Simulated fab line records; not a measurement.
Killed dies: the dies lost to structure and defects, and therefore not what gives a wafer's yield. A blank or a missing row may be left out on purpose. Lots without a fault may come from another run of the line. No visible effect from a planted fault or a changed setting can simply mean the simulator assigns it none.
Matching of chambers ; flow n5-finfet ; 3 sister chambers for N5_BEOL_M5_PRE_CLEAN_77 on cvd-co-02
The step time 15 s. 24 wafers are shown with their chamber, then 12 later ones without.

== WAFERS, EACH WITH ITS CHAMBER ==
wafer;chamber;heater-power-w (W)
L074.1;2;54
L074.4;2;55
L074.5;0;82
L076.2;0;83
L076.3;1;137
L076.4;1;144
L079.1;0;82
L079.3;2;57
L079.6;0;84
L080.3;1;141
L080.4;0;83
L080.5;2;56
L082.3;0;86
L082.4;0;82
L082.5;1;141
L083.2;1;144
L083.5;0;84
L083.6;2;57
L084.2;1;140
L084.3;2;56
L084.6;2;55
L085.2;1;143
L085.5;1;138
L085.6;0;84

SIGNATURES, as means of the wafers listed above
reading;chamber 0;chamber 1;chamber 2;scatter within a chamber
heater-power-w;83.33;141.00;55.71;1.82
Rule: a wafer lies at a distance from a chamber equal to the root of the sum of squares, over the readings, of (its reading less the chamber's mean, divided by the reading's scatter). The wafer belongs to the nearest chamber; if the next one is less than 2 further off, it can't be placed. The scatter: take each reading less its chamber's mean, square it, sum over the shown wafers, divide by the number of wafers less the number of chambers, and take the root.

== WAFERS WITH NO CHAMBER GIVEN ==
wafer;heater-power-w (W)
L086.1;56
L086.3;84
L086.5;143
L093.3;58
L093.4;57
L093.6;142
L095.2;85
L095.3;58
L095.4;84
L097.3;58
L097.5;84
L097.6;58

== EACH ONE'S CHAMBER ==
wafer;from the rows above;in truth
L086.1;2;2
L086.3;0;0
L086.5;1;1
L093.3;2;2
L093.4;2;2
L093.6;1;1
L095.2;0;0
L095.3;2;2
L095.4;0;0
L097.3;2;2
L097.5;0;0
L097.6;2;2
Correct placement for 12 of the 12. Number that these rows cannot place: 0. 0 placed wrongly.
